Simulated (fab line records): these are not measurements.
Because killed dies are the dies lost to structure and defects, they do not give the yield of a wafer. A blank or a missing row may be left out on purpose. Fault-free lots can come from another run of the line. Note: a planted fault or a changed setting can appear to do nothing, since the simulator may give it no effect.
The same fault as seen by 2 desks    flow n5_finfet    each desk has only its own numbers; what lay behind them comes last

THE TOOL OWNER'S DESK: litho_track-05
The tool's own readings at N5_BEOL_M0_CUTY_COAT_50 (time 60 s, resist thk 15 nm): means of the sampled wafers that have a number, for each lot that ran on this tool. The brackets show how far a lot's mean lies from the usual mean; more than 4 standard deviations puts the lot out of limits, marked OUT.
Columns: A = resist_line_temp_C at N5_BEOL_M0_CUTY_COAT_50, usual 23.01 C; B = spin_speed_rpm at N5_BEOL_M0_CUTY_COAT_50, usual 1500.1 rpm
lot   first seen here  A      B
L554  day 6 01:24      23.03  1500.5
L561  day 7 15:51      23.06  1500.0
L568  day 9 17:13      23.15  1646.9 (+99 or more) OUT
L569  day 9 22:34      23.02  1646.8 (+99 or more) OUT
This desk finds L568, L569 out of limits, L568 being first, at day 9 17:13 (spin_speed_rpm at N5_BEOL_M0_CUTY_COAT_50). L554, L561: within limits.

AT THE METROLOGY DESK
Lot by lot, what the gauges showed, no matter which tool ran the lot: averages of those sampled wafers that carry a number. The brackets show how far a lot's mean lies from the usual mean; more than 4 standard deviations puts the lot out of limits, marked OUT. It has 10 readings; the 7 that lie furthest out on some lot are the ones shown.
Columns: A = DIBL_N at N5_BEOL_M4_RC_MEAS_101, usual 36.2 mV/V; B = IOFF_N at N5_BEOL_M4_RC_MEAS_101, usual 0.16 nA/um; C = IOFF_P at N5_BEOL_M4_RC_MEAS_101, usual 0.21 nA/um; D = ION_N at N5_BEOL_M4_RC_MEAS_101, usual 675 uA/um; E = ION_P at N5_BEOL_M4_RC_MEAS_101, usual 460 uA/um; F = VT_N at N5_BEOL_M4_RC_MEAS_101, usual 249 mV; G = VT_P at N5_BEOL_M4_RC_MEAS_101, usual -252 mV
lot   first seen here  A     B     C     D    E    F    G
L554  day 8 01:22      35.7  0.15  0.21  673  466  251  -248
L556  day 8 15:17      36.6  0.17  0.21  672  458  250  -252
L558  day 9 02:31      35.9  0.15  0.19  675  462  250  -250
L561  day 9 11:06      38.8  0.25  0.29  698  472  242  -246
L567  day 11 07:01     36.9  0.17  0.22  676  464  249  -252
L568  day 11 09:05     34.2  0.15  0.16  670  447  250  -259
L569  day 12 01:31     36.4  0.17  0.21  671  457  249  -251
L573  day 12 22:44     37.1  0.14  0.19  670  455  252  -254
L574  day 13 02:18     37.2  0.18  0.24  689  471  248  -247
This desk found nothing out of limits on any of the 9 lots.

PUT TOGETHER
The tool owner's desk could have raised an alarm at day 9 17:13, on L568, L569.
The metrology desk saw nothing out of limits.
The metrology desk has L568, L569 on record, within its limits.
All the named lots went through N5_BEOL_M0_CUTY_COAT_50 on litho_track-05.

WHAT THE SIMULATOR HAD INSERTED
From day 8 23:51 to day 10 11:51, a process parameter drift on litho_track-05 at N5_BEOL_M0_CUTY_COAT_50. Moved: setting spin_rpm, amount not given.
Struck lots among those shown: L568, L569.
How many hours passed from the start of the fault until each desk's first out-of-limits reading: the tool owner's desk, 17.
